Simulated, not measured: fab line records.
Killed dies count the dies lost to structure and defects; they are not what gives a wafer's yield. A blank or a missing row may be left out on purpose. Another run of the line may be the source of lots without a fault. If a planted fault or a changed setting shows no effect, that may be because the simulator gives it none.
fab line records	flow n5-finfet
record: lots: 24	wafers: 72	last-day: 18
route steps=1938 shown BEOL_M12@1636 BEOL_M13@1692 BEOL_M14@1730
lots with no fault: from the same line, run without faults
start-h: start of the lot's first displayed wafer, in hours after the record's first day	wait-h: hours since the lot's step before	" same as the row above	L1.1+2: a row that stands for several wafers	- no value, or no start was given	* or withheld: withheld	< > ~ a bound
route shown NAME@n: NAME is a module with steps in the file, n the number in the route of the first one	usual: mean and standard deviation over wafers with no fault	same: alike in all rows	chamber/n: place in a boat	sites: per-site readings	_std_site: standard deviation of those values	_edge_site: inner sites' mean taken away from outer sites' mean	radius-mm: how far each site lies from the wafer's centre	mask NAME#n: copy n	behind: tool/chamber where the wafer was last shaped	hold: why the lot was held/for how many hours/how that ended	device: the n, p or np transistor that did not switch	end of line: tests run on the same wafers once the route is complete	where a step has no rows: the recipe by itself	killed: dies that structure and defects cost at the first sort, which is not the same as the wafer's yield	map: dies across one wafer; x = killed, . = not, _ = none there
set.NAME: the setting that was run; set.NAME@STEP: the one run at that earlier step	model.NAME: the simulator's own value behind a step, which no gauge read
steps of the route over a sample of lots; a table a step, a row a wafer
services: a tool's chamber out of use, with start hour (start-h, from the record's first day; less than 0 if before it), hours out, and reason
== steps ==
step: N5_BEOL_M12_ETCH_67
recipe: chemistry: CF4	target: SiARC	target-depth-a: 1430	time-s: 238.3	ion-energy-ev: 80	pressure-mtorr: 40	source-w: 545	bias-w: 36	Ar_flow_sccm: 100	cf4-flow-sccm: 100	ends: cleared
usual: drypump-motor-current-A: 5.8/0.44	etch-rf-on-time-s: 239/5.7	oes-product-au: 0.68/0.084	rf-vpp-V: 183.9/1	showerhead-plenum-p-Torr: 2.14/0.051	throttle-valve-pct: 15.65/0.22
lot.wafer	tool	chamber	start-h	wait-h	drypump-motor-current-A	etch-rf-on-time-s	oes-product-au	rf-hours-counter-h	rf-vpp-V	showerhead-plenum-p-Torr	throttle-valve-pct
L074.1	rie-diel-04	1	236.83	0.0	5.6	234	0.68	111	184.7	2.15	15.74
L074.3	"	3	"	"	5.6	237	0.81	11	183.2	2.20	15.67
L074.4	"	2	"	"	6.0	241	0.65	122	185.0	2.15	15.35
L077.1	rie-diel-01	3	238.99	0.0	6.7	243	0.59	254	186.3	2.19	16.01
L077.4	"	1	"	"	6.2	239	0.70	97	182.4	2.17	15.76
L077.5	"	2	"	"	5.6	244	0.64	-	183.2	2.05	15.65
L075.2	rie-diel-04	0	239.38	0.0	5.3	237	0.59	225	184.6	2.12	15.67
L075.5	"	0	"	"	5.3	238	0.60	-	184.9	2.12	15.65
L075.6	"	1	"	"	5.5	234	0.69	-	184.3	2.15	15.73
L076.1	rie-diel-04	1	252.70	0.0	5.5	227	0.68	116	185.0	2.15	15.75
L076.2	"	2	"	"	6.0	235	0.65	128	183.3	2.14	15.37
L076.4	"	3	"	"	5.6	230	0.82	16	185.3	2.20	15.71
L079.1	rie-diel-04	2	261.13	0.0	6.0	245	0.63	132	184.2	2.14	15.39
L079.3	"	0	"	"	5.3	239	0.58	232	184.5	2.11	15.68
L079.4	"	1	"	"	5.6	233	0.67	119	183.7	2.15	15.75
L078.3	rie-diel-02	2	262.77	0.0	6.6	236	0.63	199	185.4	2.22	16.07
L078.4	"	0	"	"	6.2	244	0.72	50	183.6	2.19	15.58
L078.5	"	1	"	"	5.8	237	0.64	-	183.9	2.13	15.81
L080.2	rie-diel-04	1	273.04	0.0	5.5	232	0.67	123	183.4	2.15	15.75
L080.5	"	2	"	"	6.0	243	0.65	-	182.7	2.14	15.38
L080.6	"	1	"	"	5.5	231	0.67	-	183.3	2.15	15.76
L081.1	rie-diel-01	2	279.55	0.0	5.6	248	0.62	149	183.5	2.04	15.68
L081.3	"	0	"	"	5.9	250	0.59	210	181.8	2.03	15.53
L081.4	"	3	"	"	6.7	238	0.84	3	184.0	2.19	15.53
L082.2	rie-diel-04	0	295.16	0.0	5.3	238	0.58	247	184.1	2.11	15.70
L082.4	"	0	"	"	5.3	238	0.58	-	184.1	2.11	15.71
L082.5	"	1	"	"	5.5	232	0.67	-	183.3	2.14	15.78
L083.1	rie-diel-01	1	297.97	0.0	6.2	240	0.68	114	184.6	2.16	15.81
L083.4	"	2	"	"	5.6	248	0.62	150	183.4	2.04	15.70
L083.5	"	3	"	"	6.6	235	0.84	-	185.2	2.19	15.52
L084.1	rie-diel-01	0	299.07	0.0	5.9	249	0.59	212	182.2	2.03	15.53
L084.5	"	0	"	"	5.9	249	0.59	-	182.6	2.03	15.55
L084.6	"	3	"	"	6.7	237	0.84	-	184.3	2.19	15.53
L085.2	rie-diel-02	1	312.37	0.0	5.8	232	0.63	200	183.1	2.12	15.85
L085.3	"	3	"	"	5.2	240	0.58	240	182.9	2.13	15.70
L085.4	"	2	"	"	6.6	238	0.60	218	185.0	2.21	16.10
L086.1	rie-diel-02	1	316.07	0.0	5.8	237	0.63	201	184.9	2.12	15.85
L086.3	"	0	"	"	6.2	246	0.70	72	182.5	2.18	15.62
L086.5	"	0	"	"	6.2	245	0.70	-	185.2	2.18	15.62
L089.1	rie-diel-01	2	321.72	0.0	5.6	251	0.61	159	180.9	2.04	15.71
L089.4	"	0	"	"	5.9	249	0.60	-	182.7	2.03	15.56
L089.5	"	3	"	"	6.7	234	0.81	-	185.4	2.19	15.55
L088.1	rie-diel-04	1	325.47	0.0	5.5	234	0.65	147	184.8	2.14	15.82
L088.2	"	0	"	"	5.3	229	0.84	1	183.5	2.11	15.19
L088.5	"	3	"	"	5.6	235	0.76	-	183.0	2.19	15.74
L087.1	rie-diel-04	1	328.74	0.0	5.5	233	0.65	148	184.8	2.14	15.80
L087.5	"	0	"	"	5.3	228	0.84	-	184.3	2.11	15.19
L087.6	"	1	"	"	5.5	234	0.65	-	183.7	2.14	15.82
L090.2	rie-diel-01	3	343.45	0.0	6.7	234	0.80	21	185.3	2.19	15.56
L090.3	"	1	"	"	6.2	236	0.67	125	183.7	2.16	15.82
L090.5	"	1	"	"	6.2	236	0.68	-	183.4	2.16	15.83
L093.3	rie-diel-04	1	349.77	0.0	5.5	236	0.64	154	184.0	2.14	15.83
L093.5	"	2	"	"	6.0	244	0.62	-	183.7	2.13	15.46
L093.6	"	3	"	"	5.6	237	0.75	-	184.8	2.19	15.77
L092.2	rie-diel-02	2	350.46	0.0	6.6	239	0.60	233	183.7	2.21	16.14
L092.4	"	0	"	"	6.2	243	0.69	-	184.0	2.17	15.66
L092.5	"	1	"	"	5.8	237	0.62	-	183.0	2.12	15.86
L094.2	rie-diel-04	2	358.18	0.0	6.0	242	0.62	167	185.2	2.13	15.45
L094.3	"	3	"	"	5.6	238	0.75	53	184.3	2.19	15.75
L094.5	"	2	"	"	6.0	246	0.61	-	187.0	2.13	15.44
L095.1	rie-diel-02	0	367.27	0.0	6.2	246	0.67	97	185.2	2.17	15.68
L095.4	"	1	"	"	5.8	241	0.61	224	184.1	2.12	15.87
L095.6	"	2	"	"	6.6	243	0.59	-	184.3	2.21	16.14
L097.3	rie-diel-04	3	370.94	0.0	5.6	235	0.75	57	184.0	2.19	15.77
L097.5	"	2	"	"	5.9	243	0.62	-	185.0	2.13	15.46
L097.6	"	1	"	"	5.5	232	0.64	-	185.3	2.13	15.84
L096.2	rie-diel-04	0	371.43	0.0	5.3	231	0.77	18	183.2	2.10	15.23
L096.4	"	3	"	"	5.6	235	0.75	58	183.0	2.19	15.78
L096.5	"	0	"	"	5.3	232	0.79	-	183.3	2.10	15.21
L091.3	rie-diel-04	2	389.72	0.0	6.0	243	0.61	178	183.8	2.13	15.47
L091.4	"	0	"	"	5.3	230	0.77	25	183.2	2.10	15.22
L091.5	"	2	"	"	6.0	244	0.61	-	183.5	2.13	15.46
step: N5_BEOL_M13_DESCUM_33
recipe: chemistry: O2	time-s: 7.9	source-power-w: 50	bias-power-w: 20	pressure-mtorr: 20	rf-frequency-hz: 2.712e+07	temp-c: 40	o2-flow-sccm: 225
usual: drypump-motor-current-A: 5.8/0.44	oes-product-au: 0.80/0.088	rf-vpp-V: 243.4/1.3	showerhead-plenum-p-Torr: 2.11/0.072	temp-c: 40.02/0.12	throttle-valve-pct: 20.53/0.19
lot.wafer	tool	chamber	start-h	wait-h	drypump-motor-current-A	oes-product-au	rf-hours-counter-h	rf-vpp-V	showerhead-plenum-p-Torr	temp-c	throttle-valve-pct
L075.2	rie-diel-03	0	245.02	0.0	5.9	0.79	110	242.9	2.13	39.85	20.71
L075.5	"	3	"	"	5.6	0.72	-	243.1	2.06	40.12	20.48
L075.6	"	0	"	"	5.9	0.79	-	243.0	2.13	39.94	20.73
L074.1	rie-diel-06	1	245.86	0.1	6.4	0.75	177	245.1	2.17	39.98	20.90
L074.3	"	0	"	"	5.8	0.95	11	243.2	2.13	39.81	20.52
L074.4	"	3	"	"	5.9	0.82	-	242.8	2.01	39.79	20.41
L077.1	rie-diel-05	1	247.80	0.0	5.4	0.75	157	241.9	1.98	40.12	20.31
L077.4	"	0	"	"	6.8	0.82	120	246.9	2.19	40.08	20.29
L077.5	"	1	"	"	5.4	0.75	-	244.0	1.98	39.99	20.29
L076.1	rie-diel-06	0	258.29	0.0	5.8	0.94	15	242.9	2.13	39.98	20.53
L076.2	"	3	"	"	5.9	0.80	107	242.2	2.01	40.23	20.41
L076.4	"	1	"	"	6.4	0.73	180	245.3	2.17	40.03	20.90
L079.1	rie-diel-06	0	269.37	0.0	5.8	0.94	19	243.8	2.13	39.97	20.52
L079.3	"	2	"	"	5.4	0.94	7	244.8	2.22	40.03	20.20
L079.4	"	1	"	"	6.3	0.74	184	244.7	2.17	40.01	20.91
L078.3	rie-diel-03	2	271.89	0.0	6.1	0.69	243	244.5	2.16	39.92	20.79
L078.4	"	3	"	"	5.6	0.71	206	242.4	2.06	39.81	20.48
L078.5	"	0	"	"	5.9	0.79	-	241.7	2.13	39.94	20.73
L080.2	rie-diel-06	3	278.77	0.7	5.8	0.80	114	242.2	2.01	40.08	20.41
L080.5	"	2	"	"	5.4	0.92	-	244.9	2.22	40.00	20.20
L080.6	"	1	"	"	6.4	0.74	-	244.5	2.17	40.09	20.91
L081.1	rie-diel-05	0	286.24	0.8	6.8	0.79	135	243.9	2.19	40.14	20.31
L081.3	"	2	"	"	5.0	0.82	77	241.8	2.04	39.95	20.64
L081.4	"	3	"	"	5.1	0.92	31	245.1	2.22	39.91	20.32
L082.2	rie-diel-03	2	301.13	0.8	6.1	0.69	249	243.1	2.15	39.90	20.80
L082.4	"	0	"	"	5.9	0.78	125	242.4	2.13	40.08	20.74
L082.5	"	0	"	"	5.9	0.78	-	243.3	2.13	40.15	20.74
L084.1	rie-diel-06	3	304.80	1.3	5.9	0.80	125	241.8	2.00	40.01	20.43
L084.5	"	0	"	"	5.8	0.91	-	244.6	2.12	39.93	20.56
L084.6	"	1	"	"	6.3	0.73	-	244.1	2.16	40.11	20.95
L083.1	rie-diel-03	1	305.12	1.3	6.1	0.72	200	243.9	2.09	40.17	20.54
L083.4	"	3	"	"	5.7	0.71	-	242.9	2.06	40.03	20.48
L083.5	"	0	"	"	5.9	0.79	-	243.0	2.13	40.25	20.74
L085.2	rie-diel-06	2	318.04	0.1	5.4	0.89	27	244.5	2.21	40.17	20.21
L085.3	"	0	"	"	5.8	0.89	39	242.9	2.12	39.75	20.57
L085.4	"	1	"	"	6.3	0.72	205	245.1	2.16	39.94	20.95
L086.1	rie-diel-03	1	321.81	0.5	6.1	0.72	209	241.4	2.08	39.90	20.54
L086.3	"	2	"	"	6.1	1.00	0	244.2	2.15	40.07	20.47
L086.5	"	3	"	"	5.6	0.70	-	242.7	2.05	39.98	20.50
L089.1	rie-diel-06	1	327.30	0.9	6.4	0.72	209	243.9	2.16	40.09	20.94
L089.4	"	3	"	"	5.9	0.78	134	242.8	2.00	39.96	20.45
L089.5	"	3	"	"	5.9	0.78	-	242.0	2.00	40.03	20.45
L088.1	rie-diel-03	2	332.96	0.6	6.1	0.98	5	243.0	2.15	39.97	20.47
L088.2	"	1	"	"	6.1	0.71	213	242.2	2.08	39.89	20.56
L088.5	"	3	"	"	5.7	0.69	-	242.5	2.05	40.08	20.52
L087.1	rie-diel-03	3	333.51	0.1	5.6	0.69	228	240.9	2.05	39.88	20.52
L087.5	"	1	"	"	6.1	0.70	-	242.2	2.08	40.00	20.54
L087.6	"	2	"	"	6.1	0.97	-	244.2	2.15	40.07	20.47
L090.2	rie-diel-05	0	348.60	0.3	6.8	0.79	145	244.9	2.18	40.13	20.33
L090.3	"	3	"	"	5.1	0.89	40	245.2	2.22	39.99	20.31
L090.5	"	3	"	"	5.1	0.89	-	245.8	2.22	39.88	20.33
L093.3	rie-diel-03	1	355.14	0.0	6.1	0.70	220	242.3	2.08	40.17	20.57
L093.5	"	1	"	"	6.1	0.70	-	242.9	2.08	40.11	20.56
L093.6	"	2	"	"	6.1	0.96	-	243.3	2.15	40.08	20.47
L092.2	rie-diel-06	2	358.07	0.1	5.5	0.87	41	246.1	2.21	40.01	20.25
L092.4	"	3	"	"	5.9	0.78	143	242.9	2.00	40.19	20.46
L092.5	"	0	"	"	5.8	0.87	-	243.2	2.12	39.88	20.58
L094.2	rie-diel-03	2	362.50	0.0	6.1	0.94	14	244.9	2.15	39.95	20.47
L094.3	"	0	"	"	5.9	0.75	151	243.4	2.12	39.96	20.77
L094.5	"	2	"	"	6.1	0.94	-	244.5	2.15	39.92	20.48
L095.1	rie-diel-05	1	371.42	0.0	5.4	0.72	188	241.1	1.97	40.12	20.34
L095.4	"	3	"	"	5.1	0.88	47	243.6	2.21	39.94	20.32
L095.6	"	0	"	"	6.8	0.78	-	245.6	2.18	40.01	20.33
L097.3	rie-diel-03	2	376.22	0.0	6.1	0.94	18	244.2	2.15	40.10	20.46
L097.5	"	2	"	"	6.1	0.93	-	244.7	2.15	40.06	20.50
L097.6	"	1	"	"	6.1	0.69	-	241.4	2.08	39.99	20.59
L096.2	rie-diel-05	0	376.84	0.0	6.8	0.78	155	242.4	2.18	40.10	20.33
L096.4	"	1	"	"	5.4	0.72	190	242.7	1.97	39.99	20.35
L096.5	"	2	"	"	5.0	0.81	-	242.0	2.03	40.19	20.65
L091.3	rie-diel-05	0	396.58	0.0	6.8	0.78	161	244.0	2.18	39.90	20.35
L091.4	"	2	"	"	5.1	0.82	91	241.0	2.03	39.96	20.65
L091.5	"	2	"	"	5.1	0.81	-	241.5	2.03	40.04	20.65
step: N5_BEOL_M13_INSPECT_55
recipe: inspect-instrument: darkfield	mode: post-dep
usual: raw-defect-count: 71/27
lot.wafer	tool	chamber	start-h	wait-h	raw-defect-count
L075.2	defect-inspect-02	-	251.86	0.0	55
L075.5	"	-	"	"	57
L075.6	"	-	"	"	74
L074.1	defect-inspect-02	-	252.16	0.0	56
L074.3	"	-	"	"	43
L074.4	"	-	"	"	48
L077.1	defect-inspect-01	-	252.18	0.0	76
L077.4	"	-	"	"	66
L077.5	"	-	"	"	56
L076.1	defect-inspect-01	-	262.35	0.0	70
L076.2	"	-	"	"	84
L076.4	"	-	"	"	93
L079.1	defect-inspect-02	-	274.89	0.0	99
L079.3	"	-	"	"	93
L079.4	"	-	"	"	104
L078.3	defect-inspect-02	-	275.64	0.0	83
L078.4	"	-	"	"	68
L078.5	"	-	"	"	105
L080.2	defect-inspect-02	-	281.75	0.0	45
L080.5	"	-	"	"	80
L080.6	"	-	"	"	62
L082.2	defect-inspect-01	-	304.92	0.0	47
L082.4	"	-	"	"	49
L082.5	"	-	"	"	73
L084.1	defect-inspect-01	-	308.03	0.0	81
L084.5	"	-	"	"	89
L084.6	"	-	"	"	28
L083.1	defect-inspect-02	-	308.33	0.0	30
L083.4	"	-	"	"	46
L083.5	"	-	"	"	52
L085.2	defect-inspect-02	-	320.76	0.0	121
L085.3	"	-	"	"	130
L085.4	"	-	"	"	127
L086.1	defect-inspect-02	-	324.93	0.0	68
L086.3	"	-	"	"	95
L086.5	"	-	"	"	81
L089.1	defect-inspect-01	-	335.04	0.0	49
L089.4	"	-	"	"	49
L089.5	"	-	"	"	65
L081.1	defect-inspect-01	-	335.72	0.0	89
L081.3	"	-	"	"	58
L081.4	"	-	"	"	28
L088.1	defect-inspect-01	-	339.91	0.0	48
L088.2	"	-	"	"	51
L088.5	"	-	"	"	44
L087.1	defect-inspect-02	-	340.33	0.0	87
L087.5	"	-	"	"	54
L087.6	"	-	"	"	90
L090.2	defect-inspect-02	-	351.00	0.0	41
L090.3	"	-	"	"	67
L090.5	"	-	"	"	67
L093.3	defect-inspect-01	-	358.25	0.0	86
L093.5	"	-	"	"	132
L093.6	"	-	"	"	108
L092.2	defect-inspect-01	-	360.63	0.0	47
L092.4	"	-	"	"	73
L092.5	"	-	"	"	44
L094.2	defect-inspect-01	-	366.30	0.0	68
L094.3	"	-	"	"	76
L094.5	"	-	"	"	57
L095.1	defect-inspect-01	-	377.63	0.0	71
L095.4	"	-	"	"	66
L095.6	"	-	"	"	49
L097.3	defect-inspect-01	-	378.52	0.0	59
L097.5	"	-	"	"	74
L097.6	"	-	"	"	96
L096.2	defect-inspect-01	-	383.19	0.0	36
L096.4	"	-	"	"	57
L096.5	"	-	"	"	34
L091.3	defect-inspect-02	-	400.67	0.0	138
L091.4	"	-	"	"	48
L091.5	"	-	"	"	91
step: N5_BEOL_M14_ETCH_59
recipe: chemistry: N2/H2	target: BARC	target-depth-a: 890	overetch-a: 267	time-s: 67.9	ion-energy-ev: 200	pressure-mtorr: 30	source-w: 840	bias-w: 150	n2-flow-sccm: 200	h2-flow-sccm: 200
usual: drypump-motor-current-A: 5.9/0.43	oes-product-au: 0.67/0.067	rf-vpp-V: 523.5/1.8	showerhead-plenum-p-Torr: 2.53/0.058	throttle-valve-pct: 17.93/0.23
lot.wafer	tool	chamber	start-h	wait-h	drypump-motor-current-A	oes-product-au	rf-hours-counter-h	rf-vpp-V	showerhead-plenum-p-Torr	throttle-valve-pct
L075.2	rie-diel-01	1	252.64	0.0	6.2	0.69	103	523.6	2.57	18.13
L075.5	"	1	"	"	6.2	0.69	-	524.6	2.57	18.12
L075.6	"	0	"	"	5.9	0.62	-	520.0	2.42	17.92
L074.1	rie-diel-02	1	252.94	0.0	5.8	0.64	175	523.5	2.51	17.89
L074.3	"	3	"	"	5.2	0.59	217	521.9	2.51	17.72
L074.4	"	2	"	"	6.6	0.62	195	525.2	2.63	18.28
L077.1	rie-diel-01	2	252.99	0.0	5.6	0.64	138	522.0	2.45	18.15
L077.4	"	1	"	"	6.2	0.69	-	523.8	2.57	18.13
L077.5	"	2	"	"	5.6	0.64	-	521.0	2.45	18.15
L076.1	rie-diel-04	1	263.01	0.0	5.6	0.66	120	523.3	2.56	18.09
L076.2	"	3	"	"	5.6	0.81	20	525.5	2.58	17.71
L076.4	"	0	"	"	5.3	0.59	233	522.0	2.51	17.93
L079.1	rie-diel-01	0	275.69	0.0	5.9	0.61	209	519.9	2.42	17.94
L079.3	"	1	"	"	6.2	0.69	111	525.4	2.57	18.14
L079.4	"	3	"	"	6.7	0.85	1	525.5	2.59	17.63
L078.3	rie-diel-02	3	276.29	0.0	5.3	0.60	224	522.9	2.50	17.72
L078.4	"	2	"	"	6.7	0.62	203	525.6	2.62	18.30
L078.5	"	2	"	"	6.7	0.62	-	526.5	2.62	18.27
L080.2	rie-diel-04	3	283.00	0.0	5.6	0.79	27	525.2	2.58	17.71
L080.5	"	2	"	"	6.0	0.65	-	523.5	2.54	17.68
L080.6	"	1	"	"	5.6	0.66	-	524.7	2.55	18.10
L082.2	rie-diel-04	1	305.70	0.0	5.5	0.65	138	523.5	2.55	18.13
L082.4	"	1	"	"	5.5	0.65	-	524.2	2.55	18.15
L082.5	"	2	"	"	6.0	0.64	-	522.7	2.54	17.71
L084.1	rie-diel-04	1	308.68	0.0	5.6	0.65	140	524.4	2.55	18.14
L084.5	"	3	"	"	5.6	0.78	-	524.4	2.58	17.74
L084.6	"	1	"	"	5.5	0.65	-	524.4	2.55	18.13
L083.1	rie-diel-01	3	308.98	0.0	6.8	0.82	7	524.9	2.58	17.65
L083.4	"	0	"	"	5.9	0.61	214	521.1	2.42	17.96
L083.5	"	1	"	"	6.1	0.68	-	525.2	2.57	18.15
L085.2	rie-diel-02	2	321.49	0.0	6.6	0.60	221	525.8	2.62	18.33
L085.3	"	0	"	"	6.2	0.71	74	525.2	2.58	17.74
L085.4	"	0	"	"	6.1	0.70	-	525.6	2.58	17.75
L086.1	rie-diel-01	1	325.59	0.0	6.2	0.68	119	524.5	2.57	18.15
L086.3	"	3	"	"	6.7	0.80	15	523.8	2.58	17.66
L086.5	"	3	"	"	6.7	0.80	-	524.6	2.58	17.66
L089.1	rie-diel-02	1	335.70	0.0	5.9	0.61	207	524.7	2.50	17.93
L089.4	"	3	"	"	5.2	0.57	-	522.6	2.50	17.77
L089.5	"	1	"	"	5.8	0.62	-	523.5	2.50	17.91
L081.1	rie-diel-01	0	336.38	0.0	5.9	0.60	225	521.3	2.41	17.97
L081.3	"	3	"	"	6.7	0.80	18	526.3	2.58	17.68
L081.4	"	1	"	"	6.2	0.68	122	523.4	2.57	18.17
L088.1	rie-diel-04	0	341.69	0.0	5.3	0.81	7	522.2	2.50	17.47
L088.2	"	1	"	"	5.6	0.64	151	522.6	2.54	18.16
L088.5	"	3	"	"	5.6	0.76	-	524.9	2.57	17.76
L087.1	rie-diel-02	0	341.89	0.0	6.2	0.70	84	523.2	2.57	17.75
L087.5	"	2	"	"	6.7	0.61	-	525.8	2.61	18.35
L087.6	"	3	"	"	5.2	0.58	-	523.3	2.49	17.77
L090.2	rie-diel-01	3	351.70	0.0	6.7	0.78	23	525.6	2.58	17.68
L090.3	"	2	"	"	5.6	0.62	169	520.7	2.44	18.17
L090.5	"	1	"	"	6.2	0.68	-	523.9	2.56	18.18
L093.3	rie-diel-04	0	358.92	0.0	5.3	0.78	13	522.1	2.50	17.48
L093.5	"	3	"	"	5.6	0.75	-	523.6	2.57	17.76
L093.6	"	2	"	"	6.0	0.62	-	524.4	2.53	17.72
L092.2	rie-diel-02	1	361.41	0.0	5.8	0.61	221	524.3	2.49	17.94
L092.4	"	2	"	"	6.6	0.61	-	526.3	2.61	18.36
L092.5	"	1	"	"	5.8	0.61	-	522.3	2.49	17.94
L094.2	rie-diel-04	2	366.98	0.0	6.0	0.63	171	524.2	2.53	17.74
L094.3	"	3	"	"	5.6	0.74	56	526.3	2.57	17.78
L094.5	"	3	"	"	5.6	0.74	-	525.4	2.57	17.76
L095.1	rie-diel-01	2	378.41	0.0	5.6	0.61	178	520.1	2.43	18.23
L095.4	"	1	"	"	6.2	0.66	137	524.1	2.56	18.19
L095.6	"	2	"	"	5.6	0.62	-	520.7	2.43	18.21
L097.3	rie-diel-04	0	379.79	0.0	5.3	0.76	21	521.9	2.50	17.50
L097.5	"	2	"	"	6.0	0.63	-	524.4	2.53	17.74
L097.6	"	3	"	"	5.6	0.74	-	525.1	2.56	17.77
L096.2	rie-diel-04	3	383.97	0.0	5.6	0.74	63	525.6	2.56	17.79
L096.4	"	0	"	"	5.3	0.76	23	521.7	2.50	17.49
L096.5	"	2	"	"	6.0	0.62	-	524.0	2.53	17.74
L091.3	rie-diel-01	0	401.65	0.0	5.9	0.60	248	519.7	2.40	18.01
L091.4	"	2	"	"	5.6	0.62	187	519.4	2.43	18.23
L091.5	"	2	"	"	5.6	0.61	-	520.8	2.43	18.23
step: N5_BEOL_M14_OVL_MEAS_29
recipe: points-per-wafer: 44
usual: M14_OVL: 3/6.8
lot.wafer	tool	chamber	start-h	wait-h	M14_OVL[nm]
L075.2	overlay-01	0	253.39	0.0	4
L075.5	"	0	"	"	4
L075.6	"	0	"	"	4
L074.1	overlay-02	0	253.70	0.0	-3
L074.3	"	0	"	"	-5
L074.4	"	0	"	"	-3
L077.1	overlay-01	0	253.74	0.0	-7
L077.4	"	0	"	"	1
L077.5	"	0	"	"	-2
L076.1	overlay-01	0	263.89	0.0	4
L076.2	"	0	"	"	-5
L076.4	"	0	"	"	-1
L079.1	overlay-01	0	276.60	0.0	1
L079.3	"	0	"	"	3
L079.4	"	0	"	"	-18
L078.3	overlay-02	0	277.05	0.0	-6
L078.4	"	0	"	"	-18
L078.5	"	0	"	"	-7
L080.2	overlay-01	0	283.88	0.0	7
L080.5	"	0	"	"	13
L080.6	"	0	"	"	10
L082.2	overlay-02	0	306.46	0.0	5
L082.4	"	0	"	"	9
L082.5	"	0	"	"	7
L084.1	overlay-01	0	309.44	0.0	4
L084.5	"	0	"	"	3
L084.6	"	0	"	"	10
L083.1	overlay-02	0	309.74	0.0	10
L083.4	"	0	"	"	5
L083.5	"	0	"	"	6
L085.2	overlay-02	0	322.25	0.0	-3
L085.3	"	0	"	"	-5
L085.4	"	0	"	"	-7
L086.1	overlay-01	0	326.37	0.0	10
L086.3	"	0	"	"	7
L086.5	"	0	"	"	9
L089.1	overlay-01	0	336.46	0.0	10
L089.4	"	0	"	"	5
L089.5	"	0	"	"	2
L081.1	overlay-02	0	337.15	0.0	-4
L081.3	"	0	"	"	-8
L081.4	"	0	"	"	-6
L088.1	overlay-02	0	342.45	0.0	8
L088.2	"	0	"	"	5
L088.5	"	0	"	"	2
L087.1	overlay-02	0	342.66	0.0	18
L087.5	"	0	"	"	5
L087.6	"	0	"	"	14
L090.2	overlay-02	0	352.46	0.0	10
L090.3	"	0	"	"	12
L090.5	"	0	"	"	3
L093.3	overlay-01	0	359.67	0.0	2
L093.5	"	0	"	"	-1
L093.6	"	0	"	"	4
L092.2	overlay-01	0	362.17	0.0	1
L092.4	"	0	"	"	0
L092.5	"	0	"	"	5
L094.2	overlay-02	0	367.75	0.0	-4
L094.3	"	0	"	"	0
L094.5	"	0	"	"	8
L095.1	overlay-02	0	379.17	0.0	6
L095.4	"	0	"	"	1
L095.6	"	0	"	"	-2
L097.3	overlay-02	0	380.55	0.0	12
L097.5	"	0	"	"	10
L097.6	"	0	"	"	8
L096.2	overlay-02	0	384.72	0.0	2
L096.4	"	0	"	"	4
L096.5	"	0	"	"	7
L091.3	overlay-01	0	402.41	0.0	-3
L091.4	"	0	"	"	6
L091.5	"	0	"	"	5
step: N5_BEOL_M14_OCD_MEAS_35
usual: trench-depth-nm: 552/13
lot.wafer	tool	chamber	start-h	wait-h	trench-depth-nm
L075.2	ocd-02	-	254.23	0.0	578
L075.5	"	-	"	"	552
L075.6	"	-	"	"	578
L074.1	ocd-02	-	254.37	0.0	556
L074.3	"	-	"	"	561
L074.4	"	-	"	"	552
L077.1	ocd-02	-	254.87	0.0	560
L077.4	"	-	"	"	550
L077.5	"	-	"	"	549
L076.1	ocd-02	-	264.56	0.0	529
L076.2	"	-	"	"	536
L076.4	"	-	"	"	532
L079.1	ocd-02	-	277.27	0.0	534
L079.3	"	-	"	"	528
L079.4	"	-	"	"	558
L078.3	ocd-01	-	277.72	0.0	558
L078.4	"	-	"	"	557
L078.5	"	-	"	"	564
L080.2	ocd-01	-	286.12	0.0	570
L080.5	"	-	"	"	562
L080.6	"	-	"	"	567
L082.2	ocd-02	-	307.13	0.0	531
L082.4	"	-	"	"	556
L082.5	"	-	"	"	552
L084.1	ocd-01	-	310.11	0.0	558
L084.5	"	-	"	"	529
L084.6	"	-	"	"	567
L083.1	ocd-01	-	310.69	0.0	521
L083.4	"	-	"	"	552
L083.5	"	-	"	"	523
L085.2	ocd-01	-	323.35	0.0	545
L085.3	"	-	"	"	553
L085.4	"	-	"	"	542
L086.1	ocd-02	-	327.04	0.0	544
L086.3	"	-	"	"	551
L086.5	"	-	"	"	568
L089.1	ocd-02	-	337.22	0.0	554
L089.4	"	-	"	"	546
L089.5	"	-	"	"	543
L081.1	ocd-02	-	337.82	0.0	558
L081.3	"	-	"	"	568
L081.4	"	-	"	"	538
L088.1	ocd-02	-	343.45	0.0	530
L088.2	"	-	"	"	535
L088.5	"	-	"	"	532
L087.1	ocd-01	-	343.99	0.0	571
L087.5	"	-	"	"	581
L087.6	"	-	"	"	560
L090.2	ocd-02	-	353.23	0.0	542
L090.3	"	-	"	"	552
L090.5	"	-	"	"	546
L093.3	ocd-01	-	360.74	0.0	543
L093.5	"	-	"	"	556
L093.6	"	-	"	"	550
L092.2	ocd-01	-	362.98	0.0	557
L092.4	"	-	"	"	521
L092.5	"	-	"	"	557
L094.2	ocd-01	-	368.77	0.0	541
L094.3	"	-	"	"	538
L094.5	"	-	"	"	536
L095.1	ocd-02	-	379.84	0.0	541
L095.4	"	-	"	"	561
L095.6	"	-	"	"	556
L097.3	ocd-01	-	381.31	0.0	545
L097.5	"	-	"	"	545
L097.6	"	-	"	"	566
L096.2	ocd-01	-	385.39	0.0	567
L096.4	"	-	"	"	539
L096.5	"	-	"	"	573
L091.3	ocd-02	-	403.08	0.0	553
L091.4	"	-	"	"	546
L091.5	"	-	"	"	552
== services ==
tool	chamber	start-h	hours	kind
rie-diel-06	-	230.51	0.5	repair
rie-diel-06	2	237.70	13.5	repair
rie-diel-01	3	242.29	6.0	repair
rie-diel-01	1	269.22	5.2	repair
rie-diel-01	-	280.26	14.6	pm
rie-diel-04	0	305.44	-	clean
rie-diel-04	0	305.44	-	consumable-replace:focus-ring
rie-diel-04	0	305.44	17.7	scheduled-down
rie-diel-04	0	305.44	17.7	vent-cycle
rie-diel-05	3	311.98	18.2	repair
rie-diel-01	1	315.35	8.1	repair
rie-diel-02	1	318.16	4.5	repair
rie-diel-02	3	322.29	6.9	repair
rie-diel-05	2	324.13	30.9	repair
rie-diel-02	3	343.56	-	clean
rie-diel-02	3	343.56	-	consumable-replace:focus-ring
rie-diel-02	3	343.56	21.9	scheduled-down
rie-diel-02	3	343.56	21.9	vent-cycle
rie-diel-02	1	372.11	5.3	repair
rie-diel-01	2	372.55	2.4	repair
rie-diel-06	0	381.91	6.4	repair
rie-diel-02	-	382.23	3.2	repair
rie-diel-03	0	382.74	5.6	repair
rie-diel-03	1	386.53	2.1	repair
== key ==
fault none
